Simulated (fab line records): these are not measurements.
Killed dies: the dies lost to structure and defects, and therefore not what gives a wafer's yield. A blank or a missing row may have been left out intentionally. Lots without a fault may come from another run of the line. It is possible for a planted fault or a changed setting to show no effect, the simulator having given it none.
Split-lot trial ; flow n5Finfet ; 7 lots, 21 wafers read, on a route of 1938 steps

## SPLIT DETAILS
At N5_BEOL_M7_PECVD_70 (deposits SiO2 from TEOS/O2, target thk 20 nm, time 22.7 s), the setting tempC was moved away from the recipe's 400 C on 10 of the 21 wafers read, by -3.4% to +4.3%. This setting was run at the recipe's value on the other wafers.

The reading comes from the split's own step.

## THE READING
SiO2_of_BEOL_M7_PECVD_70.thkNm (the simulator's own value, which no gauge read), in nm, at N5_BEOL_M7_PECVD_70 (deposits SiO2 from TEOS/O2, target thk 20 nm, time 22.7 s). There is no usual value for it anywhere in the file. Across the 11 wafers here that went through the recipe, the average is 20.1 nm and the standard deviation 0.39 nm.

wafer;tool, chamber at the split;tempC as run, C;against the recipe;SiO2_of_BEOL_M7_PECVD_70.thkNm, nm;against lot-mates on the recipe
L074.2;pecvd-04, 2;408;+2.0%;18.6;-0.8
L074.4;pecvd-04, 2;408;+2.0%;19;-0.4
L074.6;pecvd-04, 1;400;recipe;19.4;-
L075.2;pecvd-01, 1;417.2;+4.3%;17.8;no lot-mate on the recipe
L075.4;pecvd-01, 2;417.2;+4.3%;18.2;no lot-mate on the recipe
L075.6;pecvd-01, 0;417.2;+4.3%;18;no lot-mate on the recipe
L082.3;pecvd-01, 2;400;recipe;20.6;-
L082.4;pecvd-01, 1;400;recipe;20.2;-
L082.6;pecvd-01, 0;387.3;-3.2%;22.2;+1.8
L084.3;pecvd-01, 1;400;recipe;19.6;-
L084.4;pecvd-01, 2;400;recipe;20.4;-
L084.6;pecvd-01, 1;407.3;+1.8%;18.8;-1.2
L086.1;pecvd-02, 1;400;recipe;19.8;-
L086.2;pecvd-02, 0,1;400;recipe;20.2;-
L086.6;pecvd-02, 0,1;400;recipe;20.2;-
L095.1;pecvd-01, 1;386.3;-3.4%;21.8;+1.2
L095.4;pecvd-01, 1;386.3;-3.4%;22.2;+1.6
L095.6;pecvd-01, 1;400;recipe;20.6;-
L093.1;pecvd-01, 1;400;recipe;20;-
L093.2;pecvd-01, 2;389.8;-2.5%;21.6;+1.3
L093.4;pecvd-01, 2;400;recipe;20.6;-
When a row names more than one chamber, that row covers several wafers, and the file does not tell which wafer ran in which chamber.

FIT RESULTS
A straight line over all 21 wafers: SiO2_of_BEOL_M7_PECVD_70.thkNm changes by -0.547 nm for each +1% of tempC; r = -0.96; the points scatter about the line by 0.36 nm.
The same after taking each lot's own level away (the mean of its wafers on the recipe; 18 wafers): -0.448 nm for each +1%; r = -0.94; scatter 0.29 nm.
Per that fit: largest tempC move, reading shift of 1.9 nm.
The span of the lots' own levels, 19.40 to 20.60 nm, comes to 3.1 times the standard deviation stated above.
So the lot-to-lot level changes the slope: the two fits differ.
Check: for one of the wafers moved furthest among these (-3.4%), held out of the fit, the line's prediction against its lot-mates is +1.68 nm. It came out at +1.2 nm against them.

## OTHER SPLITS APPLIED TO THESE WAFERS
Other splits were also applied to these wafers ahead of the reading. Each is held against what the fit with the lots' levels taken away leaves over:
other split on the same wafers;wafers away from the commonest value;r with SiO2_of_BEOL_M7_PECVD_70.thkNm (lot level and that fit taken away)
N5_BEOL_M6_EXPOSE_08 doseMj;7;-0.12
N5_BEOL_M6_ETCH_62 timeS;8;-0.13

## THE FILE'S OWN FIT
SiO2_of_BEOL_M7_PECVD_70.thkNm changes by -0.483 nm for each +1% of tempC, r = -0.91.
